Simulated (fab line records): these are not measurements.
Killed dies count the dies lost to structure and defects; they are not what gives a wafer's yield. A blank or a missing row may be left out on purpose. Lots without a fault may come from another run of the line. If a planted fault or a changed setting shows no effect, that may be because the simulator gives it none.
One fault through the eyes of 3 desks / flow n5_finfet / each desk has only its own numbers; what lay behind them comes last

AT THE TOOL OWNER'S DESK: pecvd-04
The tool's own readings at N5_FIN_SAQP_PECVD_06 (deposits a-Si from SiH4/He, target thk 60 nm, time 48.1 s): means of the sampled wafers that have a number, for each lot that ran on this tool. A lot is out of limits, marked OUT, if its mean lies more than 4 standard deviations from the usual mean; the brackets give that distance.
Columns: A = heater_power_w at N5_FIN_SAQP_PECVD_06, usual 844 W; B = showerhead_plenum_p_Torr at N5_FIN_SAQP_PECVD_06, usual 5.703 Torr; C = susceptor_temp_C at N5_FIN_SAQP_PECVD_06, usual 399.99 C; D = throttle_valve_pct at N5_FIN_SAQP_PECVD_06, usual 17.7 %
lot=L609; first seen here=day 2 16:13; A=744; B=5.704; C=399.93; D=18.4
lot=L615; first seen here=day 4 04:11; A=933; B=5.700; C=400.14; D=16.8
lot=L618; first seen here=day 4 21:59; A=892; B=5.700; C=399.82; D=17.5
lot=L623; first seen here=day 6 04:04; A=825; B=5.701; C=399.93; D=17.7
Result from this desk: across the 4 lots, nothing is out of limits.

THE DEFECT DESK
Counts from the inspections along the route, per lot, as means over the sampled wafers that have a number. A lot is out of limits, marked OUT, if its mean lies more than 4 standard deviations from the usual mean; the brackets give that distance.
Columns: A = raw_defect_count at N5_PMOS_HMC_CHANNEL_EPI_INSPECT_30, usual 20
lot=L606; first seen here=day 1 20:31; A=24
lot=L609; first seen here=day 2 14:18; A=14
lot=L613; first seen here=day 3 15:02; A=16
lot=L615; first seen here=day 4 02:44; A=15
lot=L618; first seen here=day 4 20:55; A=22
lot=L620; first seen here=day 5 07:53; A=11
lot=L623; first seen here=day 6 02:58; A=25
lot=L624; first seen here=day 6 09:17; A=18
Result from this desk: across the 8 lots, nothing is out of limits.

AT THE METROLOGY DESK
Lot by lot, what the gauges showed, no matter which tool ran the lot: averages of those sampled wafers that carry a number. A lot is out of limits, marked OUT, if its mean lies more than 4 standard deviations from the usual mean; the brackets give that distance. Readings shown: 7 out of 11 (the first out of limits, and those lying furthest out on some lot).
Columns: A = thk_nm at N5_FIN_SAQP_THK_MEAS_07, usual 60.2 nm; B = ION_N at N5_BEOL_M4_RC_MEAS_101, usual 676 uA/um; C = ION_P at N5_BEOL_M4_RC_MEAS_101, usual 463 uA/um; D = SS_N at N5_BEOL_M4_RC_MEAS_101, usual 71.4 mV/dec; E = SS_P at N5_BEOL_M4_RC_MEAS_101, usual 73.3 mV/dec; F = VT_N at N5_BEOL_M4_RC_MEAS_101, usual 249.3 mV; G = VT_P at N5_BEOL_M4_RC_MEAS_101, usual -250.1 mV
lot=L606; first seen here=day 1 22:04; A=60.2; B=673; C=458; D=71.5; E=73.3; F=249.3; G=-252.6
lot=L609; first seen here=day 2 16:19; A=59.8; B=674; C=466; D=71.4; E=74.1; F=247.7; G=-246.5
lot=L613; first seen here=day 3 16:14; A=60.1; B=672; C=466; D=70.9; E=73.0; F=249.2; G=-249.6
lot=L615; first seen here=day 4 04:19; A=59.9; B=687; C=467; D=71.4; E=72.8; F=249.3; G=-251.4
lot=L618; first seen here=day 4 22:04; A=66.5 (+7.8) OUT; B=668; C=454; D=71.8; E=73.4; F=250.6; G=-253.4
lot=L620; first seen here=day 5 08:54; A=60.5; B=680; C=469; D=71.6; E=73.8; F=245.9; G=-246.6
lot=L623; first seen here=day 6 04:09; A=66.4 (+7.7) OUT; B=678; C=464; D=71.2; E=73.0; F=249.4; G=-251.3
lot=L624; first seen here=day 6 11:26; A=60.5; B=675; C=465; D=70.5; E=72.9; F=247.6; G=-249.3
This desk's verdict: out of limits on L618, L623, starting with L618 at day 4 22:04 (thk_nm at N5_FIN_SAQP_THK_MEAS_07). L606, L609, L613, L615, L620, L624: within limits.

TAKEN TOGETHER
The metrology desk could have raised an alarm at day 4 22:04, on L618, L623.
Nothing out of limits was seen by the tool owner's desk.
Nothing the defect desk looked at was out of limits.
On record at the tool owner's desk: L618, L623, within its limits.
The defect desk has L618, L623 on record, within its limits.
Of the lots named, all ran N5_FIN_SAQP_PECVD_06 on pecvd-04.

WHAT THE SIMULATOR PUT IN
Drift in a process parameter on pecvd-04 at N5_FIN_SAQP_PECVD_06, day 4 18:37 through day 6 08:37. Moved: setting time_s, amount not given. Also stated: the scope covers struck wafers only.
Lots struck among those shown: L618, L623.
Per desk, hours elapsed from the start of the fault to the first reading out of limits: for the metrology desk, 3.
